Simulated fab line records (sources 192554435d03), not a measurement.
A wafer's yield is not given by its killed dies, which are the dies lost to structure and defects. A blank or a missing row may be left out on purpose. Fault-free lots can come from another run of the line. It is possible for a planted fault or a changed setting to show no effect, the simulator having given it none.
fab line records | flow n5Finfet
record lots=7 wafers=39
route steps=1938 shown BEOL_M12@1656 PASSIVATION@1930
startH: hours from the record's opening day to when the first of the lot's shown wafers began | waitH: hours from the lot's prior step to this one | " repeats the value in the row above | L1.1+2: a row that stands for several wafers | - no value, or no start was given | * or withheld: withheld | < > ~ a bound
route shown NAME@n: a module of which the file shows steps, and the number in the route of the first | usual: average and standard deviation across the fault-free wafers | same: alike in all rows | chamber/n: place in a boat | sites: per-site readings | _std_site: how widely they spread, as a standard deviation | _edge_site: inner sites' mean taken away from outer sites' mean | radiusMm: how far each site lies from the wafer's centre | mask NAME#n: copy n | behind: the tool/chamber that last shaped the wafer | hold: what put the lot on hold/how long, in hours/how the hold closed | device: transistor that didn't switch, given as n, p or np | end of line: the route-end tests of the same wafers | where a step has no rows: the recipe by itself | killed: the dies lost at the first sort to structure and to defects; this is not the yield of the wafer | map: the dies of a wafer, with x for killed, . for not killed, _ for no die there
set.NAME: setting as actually run; set.NAME@STEP: the setting as run at that earlier step | model.NAME: the simulator's own value behind a step, which no gauge read
one table per step and one row per wafer, for lots whose settings were changed on purpose
## steps
# step N5_BEOL_M12_DEP_53
# recipe material=SiCN targetThkA=300 tempC=withheld precursor=3MS/NH3 pressureTorr=3 rfW=675 timeS=10.5
# columns lot.wafer tool chamber startH waitH set.timeS model.SiCN_of_BEOL_M12_DEP_53.thkNm
L077.1+2 pecvd-03 1,0 298.35 0.0 10.5 29.4
L077.3+5 " 1 " " 10.5 30.2
L077.4 " 0 " " 10.5 29.6
L077.6 " 0 " " 10.5 29.8
L079.1+4 pecvd-03 2 307.98 0.0 10.5 28.8
L079.2 " 1 " " 10.5 29.2
L079.3 " 1 " " 15.99 44.8
L079.5 " 2 " " 15.99 44.6
L079.6 " 1 " " 15.99 45
L082.1 pecvd-02 2 320.42 0.0 10.5 29.8
L082.2 " 0 " " 10.5 29.6
L082.3 " 2 " " 14.32 41
L082.4 " 0 " " 14.32 40.8
L082.5 " 0 " " 10.5 30.6
L082.6 " 2 " " 14.32 40.4
L089.1+3 pecvd-04 2,1 370.34 0.0 10.5 30
L089.2 " 0 " " 10.5 29.6
L089.4+6 " 1,2 " " 10.5 30.4
L089.5 " 0 " " 10.5 29.8
L093.1 pecvd-03 1 396.17 0.0 12.45 35.4
L093.2+5 " 2,1 " " 10.5 29.8
L093.3 " 0 " " 10.5 29.6
L093.4 " 2 " " 12.45 35.8
L093.6 " 0 " " 12.45 35.6
L094.4+6 pecvd-03 1,2 417.44 0.0 10.5 30.4
L094.5 " 0 " " 10.5 30
L097.1 pecvd-04 2 427.55 0.0 10.5 29.8
L097.2 " 0 " " 6.5 18
L097.3 " 2 " " 6.5 18.6
L097.4 " 0 " " 10.5 29.6
L097.5 " 2 " " 6.5 18.4
L097.6 " 0 " " 10.5 29.2
# step N5_PASSIVATION_ETCH_54
# recipe chemistry=CHF3/O2 target=SiO2 targetDepthA=8800 CHF3_flow_sccm=50 O2_flow_sccm=5 Ar_flow_sccm=200 timeS=440 maskMaterial=PR pressureMtorr=30 sourceW=650 biasW=170 ionEnergyEv=200
# columns lot.wafer tool chamber startH waitH set.timeS model.etch.depthNm model.PASSIVATION.featureDepthNm
L077.1 rieDiel-05 3 334.41 0.1 360.7 759.2 759.2
L077.2 " 2 " " 440 908.4 908.4
L077.3 " 1 " " 440 882 882
L077.4 " 0 " " 440 877 877
L077.5 " 2 " " 360.7 741.2 741.2
L077.6 " 1 " " 360.7 730.2 730.2
L079.1 rieDiel-01 2 341.52 0.1 440 895.7 895.6
L079.2 " 1 " " 440 855.4 855.4
L079.3 " 3 " " 440 853.5 853.6
L079.4 " 0 " " 440 891.5 891.6
L079.5 " 0 " " 440 906.4 906.4
L079.6 " 1 " " 440 861.6 861.6
L082.1 rieDiel-04 3 345.37 0.1 440 891.2 891.2
L082.2 " 1 " " 440 873.5 873.4
L082.3 " 2 " " 307.9 631.7 631.8
L082.4 " 1 " " 440 863.9 863.8
L082.5 " 2 " " 307.9 635 635
L082.6 " 3 " " 307.9 626.4 626.4
L089.1 rieDiel-05 0 396.28 0.1 521 1051 1051
L089.2 " 1 " " 521 1046 1046
L089.3 " 2 " " 440 900 900
L089.4 " 3 " " 521 1090 1090
L089.5 " 1 " " 440 883.3 883.4
L089.6 " 0 " " 440 884.3 884.2
L093.1 rieDiel-04 2 436.28 0.1 440 906.8 906.8
L093.2 " 0 " " 440 882.4 882.4
L093.3 " 1 " " 205.5 416.7 416.8
L093.4 " 3 " " 205.5 416 416
L093.5 " 1 " " 205.5 420.6 420.6
L093.6 " 2 " " 440 905.1 905.2
L094.4 rieDiel-01 2 457.24 0.1 440 882.6 882.6
L094.5 " 0 " " 440 896.7 896.8
L094.6 " 1 " " 440 868.4 868.4
L097.1 rieDiel-01 2 475.43 0.1 254.9 514.9 515
L097.2 " 3 " " 440 857.3 857.2
L097.3 " 0 " " 254.9 518.5 518.6
L097.4 " 1 " " 440 860.3 860.4
L097.5 " 2 " " 254.9 512.1 512.2
L097.6 " 1 " " 440 856.9 857
## key
split step=N5_BEOL_M12_DEP_53 setting=timeS stated=10.5 by=wafer
response step=N5_BEOL_M12_DEP_53 reading=model.SiCN_of_BEOL_M12_DEP_53.thkNm change=+0.3 per=1% r=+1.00
split step=N5_PASSIVATION_ETCH_54 setting=timeS stated=440 by=wafer
response step=N5_PASSIVATION_ETCH_54 reading=model.etch.depthNm change=+8.61 per=1% r=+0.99
response step=N5_PASSIVATION_ETCH_54 reading=model.PASSIVATION.featureDepthNm change=+8.61 per=1% r=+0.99
